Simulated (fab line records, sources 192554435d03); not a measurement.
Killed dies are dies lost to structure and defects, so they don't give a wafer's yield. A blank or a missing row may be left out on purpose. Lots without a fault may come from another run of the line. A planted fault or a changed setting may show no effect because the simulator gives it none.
Which tool did it? | flow n5_finfet | 10 lots, 30 wafers sampled, at 6 steps of a route of 1938

WHAT THE GAUGES READ, wafer by wafer
N5_BEOL_M2_THK_MEAS_01. Usual: M2_ILD_THK 79.5 nm, standard deviation 1.1.
lot  | measured     | on            | M2_ILD_THK (nm) | flag
L160 | day 6 19:35  | film_metro-02 | 79.3 78.9 78.9  |
L161 | day 7 07:25  | film_metro-01 | 79.1 80.0 79.8  |
L164 | day 7 10:28  | film_metro-01 | 78.4 80.0 80.1  |
L165 | day 7 21:20  | film_metro-01 | 79.4 80.8 81.1  |
L167 | day 8 04:22  | film_metro-01 | 78.6 79.7 80.8  |
L173 | day 10 01:38 | film_metro-02 | 77.8 76.3 78.9  |
L175 | day 10 11:34 | film_metro-01 | 78.6 80.3 79.2  |
L177 | day 10 18:35 | film_metro-01 | 77.9 78.9 79.5  |
L178 | day 11 05:02 | film_metro-01 | 79.2 81.7 81.4  |
L181 | day 11 17:01 | film_metro-01 | 78.5 80.7 80.3  |

N5_BEOL_M2_OVL_MEAS_12. Usual: M2_OVL -0.1 nm, standard deviation 0.64.
lot  | measured     | on         | M2_OVL (nm)    | flag
L160 | day 6 21:16  | overlay-01 | -0.1 0.0 -0.4  |
L161 | day 7 09:53  | overlay-02 | -0.2 -0.2 0.5  |
L164 | day 7 11:07  | overlay-01 | -0.5 -0.4 -1.4 |
L165 | day 8 00:23  | overlay-02 | 0.3 0.1 0.5    |
L167 | day 8 05:47  | overlay-01 | 0.4 1.0 0.0    |
L173 | day 10 02:38 | overlay-01 | 0.2 0.3 0.5    |
L175 | day 10 12:16 | overlay-02 | 0.0 -0.2 0.0   |
L177 | day 10 19:15 | overlay-01 | 4.4 3.8 5.5    | OFF
L178 | day 11 05:59 | overlay-02 | 3.8 3.2 3.4    | OFF
L181 | day 11 22:06 | overlay-01 | 0.6 0.0 0.4    |

N5_BEOL_M2_INSPECT_13: inspects for defects (brightfield). Usual: raw_defect_count 446, standard deviation 120.
lot  | measured     | on                | raw_defect_count | flag
L160 | day 6 21:20  | defect_inspect-02 | 470 324 543      |
L161 | day 7 09:56  | defect_inspect-02 | 179 228 299      |
L164 | day 7 11:10  | defect_inspect-01 | 597 460 738      |
L165 | day 8 00:25  | defect_inspect-01 | 603 531 554      |
L167 | day 8 05:51  | defect_inspect-01 | 543 620 802      |
L173 | day 10 02:41 | defect_inspect-01 | 561 526 471      |
L175 | day 10 12:19 | defect_inspect-02 | 473 497 459      |
L177 | day 10 19:19 | defect_inspect-02 | 480 418 351      |
L178 | day 11 06:02 | defect_inspect-02 | 250 224 310      |
L181 | day 11 22:10 | defect_inspect-02 | 299 353 312      |

N5_BEOL_M4_RC_MEAS_101. Usual: DIBL_N 36.9 mV/V, standard deviation 1.7; DIBL_P 36.7 mV/V, standard deviation 2.1; IOFF_N 0.17 nA/um, standard deviation 0.032; IOFF_P 0.22 nA/um, standard deviation 0.036; ION_N 674 uA/um, standard deviation 12; ION_P 461 uA/um, standard deviation 7; SS_N 71.7 mV/dec, standard deviation 0.6; SS_P 73.4 mV/dec, standard deviation 0.67; VT_N 249 mV, standard deviation 3.1; VT_P -250 mV, standard deviation 3.2.
lot  | measured     | on        | DIBL_N (mV/V)  | DIBL_P (mV/V)  | IOFF_N (nA/um) | IOFF_P (nA/um) | ION_N (uA/um) | ION_P (uA/um) | SS_N (mV/dec)  | SS_P (mV/dec)  | VT_N (mV)   | VT_P (mV)      | flag
L160 | day 8 01:31  | prober-01 | 35.5 36.4 35.7 | 35.5 36.6 34.9 | 0.14 0.15 0.14 | 0.18 0.20 0.18 | 657 674 666   | 448 464 456   | 71.7 71.3 70.9 | 72.8 73.2 73.1 | 253 254 250 | -254 -251 -251 |
L161 | day 9 00:19  | prober-02 | 37.7 36.5 36.5 | 37.5 35.6 36.0 | 0.18 0.16 0.16 | 0.22 0.19 0.19 | 674 666 676   | 463 456 453   | 71.6 71.3 71.7 | 73.8 73.2 73.5 | 250 250 250 | -249 -252 -252 |
L164 | day 9 03:32  | prober-02 | 37.5 40.4 37.1 | 38.3 42.5 38.5 | 0.17 0.24 0.16 | 0.21 0.28 0.21 | 668 691 678   | 460 463 461   | 71.6 72.7 72.3 | 73.6 75.5 73.6 | 250 242 250 | -252 -248 -251 |
L165 | day 9 05:38  | prober-02 | 38.0 35.7 37.3 | 40.4 36.3 39.3 | 0.20 0.16 0.18 | 0.27 0.20 0.26 | 687 670 671   | 469 464 463   | 72.1 71.7 72.3 | 73.6 72.8 73.7 | 244 248 248 | -246 -251 -248 |
L167 | day 9 08:10  | prober-01 | 36.3 35.7 37.0 | 36.9 35.5 37.6 | 0.17 0.14 0.17 | 0.23 0.21 0.25 | 685 662 676   | 471 460 467   | 71.0 71.5 71.1 | 73.6 73.7 72.9 | 245 250 248 | -246 -250 -246 |
L173 | day 11 09:40 | prober-02 | 34.9 35.7 36.9 | 35.1 34.9 37.2 | 0.13 0.14 0.17 | 0.16 0.16 0.19 | 673 672 686   | 455 454 459   | 70.6 71.3 71.6 | 73.0 73.2 74.1 | 251 253 250 | -256 -256 -251 |
L175 | day 11 17:23 | prober-01 | 37.3 37.9 37.8 | 36.8 35.9 35.7 | 0.18 0.20 0.18 | 0.24 0.23 0.22 | 676 685 681   | 465 468 466   | 71.6 71.9 71.8 | 73.5 73.4 72.5 | 246 246 247 | -248 -250 -250 |
L177 | day 12 06:56 | prober-02 | 38.5 35.0 32.8 | 38.0 34.8 32.0 | 0.19 0.13 0.11 | 0.24 0.20 0.16 | 676 654 660   | 466 458 455   | 71.9 71.2 70.6 | 73.7 72.8 72.6 | 248 252 253 | -249 -252 -255 |
L178 | day 12 15:16 | prober-02 | 36.3 34.8 37.2 | 35.0 33.8 35.8 | 0.17 0.13 0.18 | 0.26 0.23 0.26 | 681 668 681   | 470 469 471   | 71.5 71.8 71.3 | 72.7 72.6 73.8 | 247 254 247 | -245 -245 -245 |
L181 | day 13 05:11 | prober-02 | 35.5 32.0 35.6 | 34.9 30.8 34.9 | 0.14 0.10 0.14 | 0.19 0.14 0.20 | 673 651 667   | 462 452 462   | 72.0 69.8 71.3 | 73.8 72.5 73.7 | 254 255 255 | -250 -255 -251 |

WHICH TOOL RAN EACH LOT (tool, then ch and the chambers of the sampled wafers, then the start)
lot  | N5_BEOL_M1_CO_CAP_55             | N5_BEOL_M2_EXPOSE_08
L160 | cvd_co-02 ch 0,1,2, day 6 19:16  | euv_scanner-02 ch 0, day 6 21:07
L161 | cvd_co-01 ch 0,2, day 7 07:07    | euv_scanner-02 ch 0, day 7 09:43
L164 | cvd_co-02 ch 0,1,2, day 7 10:07  | euv_scanner-01 ch 0, day 7 10:57
L165 | cvd_co-01 ch 0,1, day 7 20:59    | euv_scanner-01 ch 0, day 8 00:13
L167 | cvd_co-01 ch 0,1, day 8 04:03    | euv_scanner-01 ch 0, day 8 05:38
L173 | cvd_co-02 ch 0,1,2, day 10 01:18 | euv_scanner-02 ch 0, day 10 02:28
L175 | cvd_co-01 ch 0,2, day 10 11:14   | euv_scanner-02 ch 0, day 10 12:07
L177 | cvd_co-02 ch 0,1, day 10 18:16   | euv_scanner-02 ch 0, day 10 19:05
L178 | cvd_co-01 ch 0,2, day 11 04:43   | euv_scanner-02 ch 0, day 11 05:49
L181 | cvd_co-01 ch 0,2, day 11 16:42   | euv_scanner-01 ch 0, day 11 21:56
- N5_BEOL_M1_CO_CAP_55: material Co, precursor CCTBA/H2, target thk 2 nm, time 102.1 s.
- N5_BEOL_M2_EXPOSE_08: exposes mask M2.

WHAT THE TOOLS THEMSELVES READ (means of the sampled wafers that have a number; where no wafer has one, the mark that the record gives instead)
N5_BEOL_M1_CO_CAP_55. Usual: heater_power_w 233 W, standard deviation 32.
lot  | tool      | heater_power_w (W) | flag
L160 | cvd_co-02 | 230                |
L161 | cvd_co-01 | 264                |
L164 | cvd_co-02 | 234                |
L165 | cvd_co-01 | 232                |
L167 | cvd_co-01 | 268                |
L173 | cvd_co-02 | 233                |
L175 | cvd_co-01 | 234                |
L177 | cvd_co-02 | 246                |
L178 | cvd_co-01 | 264                |
L181 | cvd_co-01 | 233                |

N5_BEOL_M2_EXPOSE_08. Usual: focus_offset_nm 0.0 nm, standard deviation 0.55.
lot  | tool           | focus_offset_nm (nm) | flag
L160 | euv_scanner-02 | 0.4                  |
L161 | euv_scanner-02 | -0.8                 |
L164 | euv_scanner-01 | 0.1                  |
L165 | euv_scanner-01 | -0.3                 |
L167 | euv_scanner-01 | -0.2                 |
L173 | euv_scanner-02 | 0.5                  |
L175 | euv_scanner-02 | 0.2                  |
L177 | euv_scanner-02 | 0.4                  |
L178 | euv_scanner-02 | 0.3                  |
L181 | euv_scanner-01 | 0.4                  |

THE ANSWER, worked out from the rows above alone
Rule: a lot is off if the mean of its wafers that have a number lies more than 3 standard deviations from the usual mean. A lot without any number at a reading at which 4 lots or more have one is off too. The other lots that the step has rows for count as sound. The gauges are gone through in route order, then the tools' own readings, and for those a lot's mean is taken as printed above. The first step at which some lot is off is used, and at that step the reading that is off furthest; a lot without a number counts as furthest.
Off: L177, L178, at N5_BEOL_M2_OVL_MEAS_12 (M2_OVL).
A tool fits if, at a process step before that reading, it ran every lot that is off, and no sound lot after the first of them. The gauges at N5_BEOL_M2_OVL_MEAS_12 are tried like those tools. One fits: euv_scanner-02 at N5_BEOL_M2_EXPOSE_08. Its last sound lot is L175 (day 10 12:07), its first lot that is off L177 (day 10 19:05): a fault that began between those two fits.

WHAT THE SIMULATOR HAD PUT IN
Scanner matching overlay: euv_scanner-02, from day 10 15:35 on, at N5_BEOL_M2_EXPOSE_08. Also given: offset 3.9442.
Lots struck among those shown: L177, L178. The rule above found the same.
